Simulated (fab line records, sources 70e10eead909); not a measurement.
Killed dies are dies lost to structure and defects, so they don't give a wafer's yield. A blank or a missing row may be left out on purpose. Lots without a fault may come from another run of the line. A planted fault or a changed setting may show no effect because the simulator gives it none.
Chamber matching | flow nand_harc | NHARC_A_CONTACT_DEP_58 on pecvd-03: 3 sister chambers
The step deposits SiON, target thk 90 nm. 6 wafers are shown with their chamber, then 10 later ones without.

WAFERS WITH THEIR CHAMBER
wafer  | chamber | heater_power_outer_w (W) | heater_power_w (W)
L080.6 | 1       | 300                      | 569
L084.3 | 1       | 341                      | 643
L089.4 | 2       | 527                      | 856
L089.5 | 0       | 439                      | 738
L088.2 | 2       | 501                      | 847
L088.4 | 0       | 433                      | 741

WAFERS WITHOUT THEIR CHAMBER
wafer  | heater_power_outer_w (W) | heater_power_w (W)
L088.6 | 495                      | 836
L087.3 | 427                      | 744
L087.4 | 284                      | 564
L087.5 | 441                      | 747
L092.1 | 523                      | 846
L092.4 | 374                      | 651
L092.6 | 518                      | 893
L090.1 | 483                      | 807
L090.4 | 402                      | 692
L090.5 | 476                      | 801

WHICH CHAMBER EACH WENT THROUGH
wafer  | from the rows above     | in truth
L088.6 | 2                       | 2
L087.3 | 0                       | 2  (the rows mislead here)
L087.4 | 1                       | 1
L087.5 | 0                       | 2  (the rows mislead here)
L092.1 | 2                       | 2
L092.4 | can't be placed: 1 or 0 | 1
L092.6 | 2                       | 2
L090.1 | can't be placed: 2 or 0 | 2
L090.4 | 0                       | 0
L090.5 | can't be placed: 2 or 0 | 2
Placed correctly: 5 of 10. Can't be placed from these rows: 3 (the true chamber is among the candidates in 3). Placed wrongly: 2.
How it was worked out, from the rows above alone: a wafer's distance from a chamber is the root of the sum, over the readings, of the square of ((its reading less the chamber's mean) divided by the reading's scatter). The wafer belongs to the nearest chamber; if the next one is less than 2 further off, it can't be placed. A chamber's mean is the mean of its shown wafers. The scatter: the root of (the sum of the squares of (reading less its chamber's mean) over the shown wafers, divided by (wafers less chambers)).
